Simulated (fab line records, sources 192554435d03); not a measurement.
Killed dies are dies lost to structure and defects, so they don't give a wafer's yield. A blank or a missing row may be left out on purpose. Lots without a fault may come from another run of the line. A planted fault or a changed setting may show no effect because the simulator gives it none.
Chamber matching | flow n5_finfet | N5_FIN_CUT_STRIP_24 on rie_diel-06: 4 sister chambers
The step strips in CF4. 8 wafers are shown with their chamber, then 9 later ones without.

WAFERS WITH THEIR CHAMBER
wafer  | chamber | drypump_motor_current_A (A) | showerhead_plenum_p_Torr (Torr)
L079.6 | 2       | 5.92                        | 1.89
L081.3 | 0       | 5.45                        | 1.83
L081.6 | 3       | 5.06                        | 1.72
L086.1 | 3       | 5.07                        | 1.71
L086.5 | 2       | 5.95                        | 1.88
L091.3 | 0       | 5.47                        | 1.82
L091.4 | 1       | 5.99                        | 1.83
L091.5 | 1       | 5.99                        | 1.83

WAFERS WITHOUT THEIR CHAMBER
wafer  | drypump_motor_current_A (A) | showerhead_plenum_p_Torr (Torr)
L095.2 | 5.07                        | 1.71
L095.5 | 5.07                        | 1.71
L095.6 | 5.98                        | 1.83
L096.1 | 5.08                        | 1.71
L096.2 | 5.99                        | 1.88
L096.3 | 5.46                        | 1.82
L097.2 | 5.91                        | 1.88
L097.4 | 5.47                        | 1.82
L097.6 | 5.05                        | 1.71

WHICH CHAMBER EACH WENT THROUGH
wafer  | from the rows above | in truth
L095.2 | 3                   | 3
L095.5 | 3                   | 3
L095.6 | 1                   | 1
L096.1 | 3                   | 3
L096.2 | 2                   | 2
L096.3 | 0                   | 0
L097.2 | 2                   | 2
L097.4 | 0                   | 0
L097.6 | 3                   | 3
Placed correctly: 9 of 9. Can't be placed from these rows: 0. Placed wrongly: 0.
How it was worked out, from the rows above alone: a wafer's distance from a chamber is the root of the sum, over the readings, of the square of ((its reading less the chamber's mean) divided by the reading's scatter). The wafer belongs to the nearest chamber; if the next one is less than 2 further off, it can't be placed. A chamber's mean is the mean of its shown wafers. The scatter: the root of (the sum of the squares of (reading less its chamber's mean) over the shown wafers, divided by (wafers less chambers)).
